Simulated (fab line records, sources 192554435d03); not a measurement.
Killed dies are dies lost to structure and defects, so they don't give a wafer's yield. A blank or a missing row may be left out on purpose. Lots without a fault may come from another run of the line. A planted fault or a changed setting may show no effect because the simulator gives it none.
fab line records | flow n5_finfet
record lots=11 wafers=33 last_day=19
route steps=1938 shown BEOL_M15@1787
lots that met no fault: from a run of the same line without faults
start_h: hours from the record's first day to the start of the lot's first wafer shown | wait_h: hours since the lot's step before | " the same as in the row above | L1.1+2: a row that stands for several wafers | - no value, or no start given | * or withheld: withheld | < > ~ a bound
route shown NAME@n: a module of which the file shows steps, and the number in the route of the first | usual: mean/standard deviation of fault-free wafers | same: alike in all rows | chamber/n: place in a boat | sites: the reading at each site | _std_site: their standard deviation | _edge_site: outer sites' mean less inner sites' | radius_mm: how far each site lies from the wafer's centre | mask NAME#n: copy n | behind: the tool/chamber that last shaped the wafer | hold: why the lot was held/for how many hours/how that ended | device: the transistor (n, p or np) that didn't switch | end of line: the same wafers' tests at the end of the route | a step without rows: its recipe alone | killed: dies lost to structure and defects at the first sort, not the wafer's yield | map: a wafer's dies, x killed, . not, _ none there
set.NAME: the setting as run; set.NAME@STEP: as run at that earlier step | model.NAME: the simulator's own value behind a step, which no gauge read
steps of the route over a sample of lots; a table a step, a row a wafer
services: from which hour (start_h, from the record's first day; less than 0 if before it) a tool's chamber was out of use, for how many hours, and why
## steps
# step N5_BEOL_M15_ETCH_59
# recipe chemistry=N2/H2 target=BARC target_depth_a=890 overetch_a=267 time_s=67.9 ion_energy_ev=200 pressure_mtorr=30 source_w=840 bias_w=150 n2_flow_sccm=200 h2_flow_sccm=200
# usual drypump_motor_current_A=5.5/0.34 oes_product_au=0.71/0.086 rf_vpp_V=523.1/2.7 showerhead_plenum_p_Torr=2.52/0.093 throttle_valve_pct=17.79/0.24
# same time_s=67.9
# columns lot.wafer tool chamber start_h wait_h drypump_motor_current_A oes_product_au rf_hours_counter_h rf_vpp_V showerhead_plenum_p_Torr throttle_valve_pct
L730.1 rie_diel-06 3 270.71 0.0 5.4 0.62 193 520.7 2.42 18.18
L730.4 " 0 " " 4.9 0.72 48 521.9 2.48 17.63
L730.6 " 1 " " 5.7 0.61 - 520.1 2.40 17.73
L731.1 rie_diel-06 2 271.81 0.0 5.2 0.59 231 526.2 2.63 18.05
L731.2 " 0 " " 4.9 0.72 49 522.2 2.48 17.64
L731.6 " 1 " " 5.6 0.61 - 520.2 2.40 17.72
L735.1 rie_diel-04 0 350.40 0.0 5.8 0.72 69 521.7 2.48 17.69
L735.4 " 1 " " 6.2 0.77 24 528.7 2.71 17.81
L735.6 " 2 " " 5.2 0.60 - 526.6 2.64 18.22
L740.1 rie_diel-04 2 386.66 0.0 5.2 0.59 229 525.2 2.63 18.22
L740.3 " 0 " " 5.8 0.72 82 521.0 2.48 17.70
L740.4 " 1 " " 6.3 0.74 36 528.0 2.71 17.84
L743.1 rie_diel-04 2 387.93 0.0 5.2 0.60 230 525.8 2.63 18.23
L743.2 " 1 " " 6.3 0.75 37 529.3 2.71 17.84
L743.5 " 1 " " 6.3 0.74 - 528.9 2.71 17.84
L745.2 rie_diel-06 1 392.52 0.0 5.7 0.79 10 527.7 2.70 17.32
L745.3 " 3 " " 5.4 0.59 237 520.4 2.40 18.28
L745.5 " 3 " " 5.3 0.59 - 520.3 2.40 18.25
L746.2 rie_diel-02 1 403.58 0.0 6.1 0.58 227 520.4 2.41 17.77
L746.4 " 0 " " 5.4 0.74 44 524.9 2.57 17.75
L746.6 " 3 " " 5.7 0.83 - 522.4 2.49 17.84
L744.2 rie_diel-06 2 426.69 0.0 5.2 0.77 27 523.8 2.61 17.71
L744.3 " 1 " " 5.7 0.78 17 527.5 2.70 17.35
L744.6 " 0 " " 4.9 0.67 - 521.2 2.46 17.72
L751.2 rie_diel-06 3 428.15 0.0 5.4 0.58 249 519.2 2.40 18.29
L751.5 " 0 " " 4.9 0.67 - 521.6 2.46 17.76
L751.6 " 3 " " 5.3 0.58 - 520.7 2.40 18.29
L752.2 rie_diel-06 1 435.12 0.0 5.7 0.78 21 528.6 2.69 17.35
L752.5 " 2 " " 5.2 0.76 - 524.6 2.61 17.72
L752.6 " 0 " " 4.9 0.66 - 522.0 2.46 17.74
L753.1 rie_diel-02 1 442.04 0.0 6.1 0.59 238 520.1 2.41 17.77
L753.5 " 2 " " 5.5 0.77 - 520.6 2.49 17.53
L753.6 " 3 " " 5.7 0.80 - 522.7 2.49 17.88
# step N5_BEOL_M15_EXPOSE_25
# recipe mask_id=M15 na=0.8 source_shape=annular sigma_inner=0.5 sigma_outer=0.8 polarization=unpolarized target_cd_nm=400 dose_mj=35.5
# same sigma_inner=0.5
# columns lot.wafer tool chamber start_h wait_h mask
L730.1+4+6 krf_scanner-02 0 271.90 - M15#0
L731.1+2+6 krf_scanner-02 0 273.03 - M15#0
L735.1+4+6 krf_scanner-02 0 351.58 - M15#0
L740.1+3+4 krf_scanner-02 0 388.00 - M15#0
L743.1+2+5 krf_scanner-02 0 389.15 - M15#0
L745.2+3+5 krf_scanner-02 0 393.85 - M15#0
L746.2+4+6 krf_scanner-01 0 405.11 - M15#0
L744.2+3+6 krf_scanner-02 0 427.87 - M15#0
L751.2+5+6 krf_scanner-01 0 429.46 - M15#0
L752.2+5+6 krf_scanner-01 0 436.42 - M15#0
L753.1+5+6 krf_scanner-01 0 443.33 - M15#0
# step N5_BEOL_M15_CD_MEAS_28
# recipe target_cd_nm=407.6 landing_energy_ev=500 detector=se_inlens
# usual cd_nm=407.0/1.6
# columns lot.wafer tool chamber start_h wait_h cd_nm
L730.1 cd_sem-01 0 272.07 - 408.8
L730.4 " 0 " " 409.1
L730.6 " 0 " " 408.4
L731.1 cd_sem-03 0 273.20 - 407.2
L731.2 " 0 " " 405.4
L731.6 " 0 " " 408.8
L735.1 cd_sem-02 0 351.75 - 406.0
L735.4 " 0 " " 407.2
L735.6 " 0 " " 406.2
L740.1 cd_sem-01 0 388.17 - 407.9
L740.3 " 0 " " 406.1
L740.4 " 0 " " 410.3
L743.1 cd_sem-02 0 389.32 - 411.2
L743.2 " 0 " " 409.0
L743.5 " 0 " " 409.3
L745.2 cd_sem-01 0 394.02 - 404.8
L745.3 " 0 " " 405.8
L745.5 " 0 " " 407.8
L746.2 cd_sem-02 0 405.28 - 408.1
L746.4 " 0 " " 408.1
L746.6 " 0 " " 406.9
L744.2 cd_sem-02 0 428.03 - 405.5
L744.3 " 0 " " 404.2
L744.6 " 0 " " 405.9
L751.2 cd_sem-03 0 429.62 - 404.3
L751.5 " 0 " " 405.6
L751.6 " 0 " " 407.4
L752.2 cd_sem-01 0 436.58 - 411.7
L752.5 " 0 " " 408.0
L752.6 " 0 " " 409.8
L753.1 cd_sem-02 0 443.50 - 406.9
L753.5 " 0 " " 408.6
L753.6 " 0 " " 408.4
# step N5_BEOL_M15_OVL_MEAS_29
# recipe points_per_wafer=44
# usual M15_OVL=2/4.5
# columns lot.wafer tool chamber start_h wait_h M15_OVL[nm]
L730.1 overlay-01 0 272.10 0.0 4
L730.4 " 0 " " 7
L730.6 " 0 " " -2
L731.1 overlay-02 0 273.23 0.0 4
L731.2 " 0 " " 2
L731.6 " 0 " " 2
L735.1 overlay-02 0 351.78 0.0 8
L735.4 " 0 " " 1
L735.6 " 0 " " 1
L740.1 overlay-02 0 388.20 0.0 -2
L740.3 " 0 " " 4
L740.4 " 0 " " -3
L743.1 overlay-02 0 389.35 0.0 116
L743.2 " 0 " " 125
L743.5 " 0 " " 124
L745.2 overlay-01 0 394.05 0.0 111
L745.3 " 0 " " 119
L745.5 " 0 " " 114
L746.2 overlay-01 0 405.31 0.0 1
L746.4 " 0 " " 1
L746.6 " 0 " " 6
L744.2 overlay-01 0 428.06 0.0 109
L744.3 " 0 " " 107
L744.6 " 0 " " 108
L751.2 overlay-02 0 429.65 0.0 -2
L751.5 " 0 " " 0
L751.6 " 0 " " 3
L752.2 overlay-01 0 436.61 0.0 5
L752.5 " 0 " " 0
L752.6 " 0 " " 4
L753.1 overlay-01 0 443.53 0.0 6
L753.5 " 0 " " 10
L753.6 " 0 " " 4
# step N5_BEOL_M15_DESCUM_33
# recipe chemistry=O2 time_s=7.9 source_power_w=50 bias_power_w=20 pressure_mtorr=20 rf_frequency_hz=2.712e+07 temp_c=40 o2_flow_sccm=225
# usual drypump_motor_current_A=5.6/0.37 oes_product_au=0.84/0.1 rf_vpp_V=243.1/1.5 showerhead_plenum_p_Torr=2.09/0.082 throttle_valve_pct=20.31/0.23
# same time_s=7.9
# columns lot.wafer tool chamber start_h wait_h drypump_motor_current_A oes_product_au rf_hours_counter_h rf_vpp_V showerhead_plenum_p_Torr throttle_valve_pct
L730.1 rie_diel-06 0 272.18 0.1 4.9 0.85 49 242.2 2.06 20.29
L730.4 " 2 " " 5.2 0.70 232 243.7 2.16 20.52
L730.6 " 0 " " 4.9 0.84 - 242.6 2.05 20.32
L731.1 rie_diel-04 3 273.36 0.1 5.6 0.66 252 241.5 2.05 20.62
L731.2 " 2 " " 5.2 0.71 186 244.6 2.18 20.60
L731.6 " 2 " " 5.2 0.71 - 244.8 2.18 20.60
L735.1 rie_diel-06 0 351.84 0.0 4.9 0.80 78 241.1 2.04 20.33
L735.4 " 3 " " 5.4 0.70 - 240.7 2.00 21.01
L735.6 " 2 " " 5.3 1.00 - 244.7 2.15 20.19
L740.1 rie_diel-04 2 388.31 0.1 5.2 0.67 230 244.3 2.17 20.64
L740.3 " 0 " " 5.8 0.83 83 240.8 2.05 20.39
L740.4 " 3 " " 5.6 0.90 21 241.9 2.04 20.26
L743.1 rie_diel-06 2 389.97 0.6 5.2 0.96 13 244.7 2.15 20.21
L743.2 " 3 " " 5.3 0.69 236 240.7 2.00 21.02
L743.5 " 0 " " 4.9 0.80 - 242.8 2.04 20.37
L745.2 rie_diel-04 0 394.11 0.0 5.8 0.83 85 243.1 2.05 20.38
L745.3 " 2 " " 5.2 0.68 233 245.6 2.16 20.65
L745.5 " 1 " " 6.3 0.89 - 244.2 2.22 20.30
L746.2 rie_diel-04 3 405.37 0.0 5.7 0.90 26 241.7 2.04 20.25
L746.4 " 2 " " 5.2 0.67 235 243.9 2.16 20.67
L746.6 " 3 " " 5.7 0.89 - 242.0 2.04 20.26
L744.2 rie_diel-04 2 428.77 0.7 5.3 0.68 244 244.6 2.16 20.68
L744.3 " 3 " " 5.7 0.89 34 242.4 2.04 20.26
L744.6 " 0 " " 5.8 0.82 - 243.9 2.05 20.39
L751.2 rie_diel-06 0 429.92 0.2 4.9 0.78 104 241.3 2.04 20.39
L751.5 " 0 " " 4.9 0.77 - 241.5 2.04 20.38
L751.6 " 2 " " 5.2 0.91 - 243.2 2.14 20.23
L752.2 rie_diel-06 2 437.14 0.5 5.2 0.90 32 243.4 2.14 20.24
L752.5 " 2 " " 5.2 0.90 - 242.9 2.14 20.26
L752.6 " 0 " " 4.9 0.77 - 240.8 2.03 20.39
L753.1 rie_diel-02 2 443.59 0.0 5.5 0.89 35 242.2 2.04 20.05
L753.5 " 1 " " 6.0 0.68 - 242.1 1.96 20.16
L753.6 " 2 " " 5.5 0.90 - 243.0 2.04 20.04
## services
# columns tool chamber start_h hours kind
krf_scanner-02 - 250.42 0.4 repair
rie_diel-02 - 257.06 72.1 repair
krf_scanner-02 - 262.00 3.6 pm
krf_scanner-01 - 265.91 1.0 pm
krf_scanner-01 - 275.19 0.8 pm
rie_diel-04 3 294.15 6.5 repair
krf_scanner-01 - 300.50 1.3 pm
krf_scanner-02 - 303.10 0.8 pm
krf_scanner-02 - 311.53 0.8 pm
rie_diel-06 2 324.33 - clean
rie_diel-06 2 324.33 - consumable_replace:focus_ring
rie_diel-06 2 324.33 21.0 scheduled_down
krf_scanner-02 - 324.71 1.0 pm
rie_diel-02 - 329.20 14.6 pm
krf_scanner-02 - 331.58 1.3 pm
rie_diel-06 3 331.95 2.6 repair
rie_diel-04 - 336.59 4.8 repair
rie_diel-06 - 338.02 0.6 repair
krf_scanner-02 - 345.15 0.5 repair
rie_diel-06 0 347.58 3.7 repair
rie_diel-06 - 354.64 4.3 pm
krf_scanner-01 - 395.17 1.7 repair
krf_scanner-01 - 430.72 3.6 pm
krf_scanner-01 - 434.91 1.0 pm
## key
first_sign step=N5_BEOL_M15_OVL_MEAS_29 reading=M15_OVL direction=up sigmas=25 usual=2 struck=115
effect none on later readings
met_at N5_BEOL_M15_EXPOSE_25
struck_lots L743,L744,L745
not_acting_at N5_BEOL_M15_ETCH_59,N5_BEOL_M15_CD_MEAS_28,N5_BEOL_M15_DESCUM_33
onset_between 388.00 389.15
fault kind=scanner_matching_overlay tool=krf_scanner-02 chamber=- onset_h=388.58 steps=N5_BEOL_M15_EXPOSE_25 offset=112.19
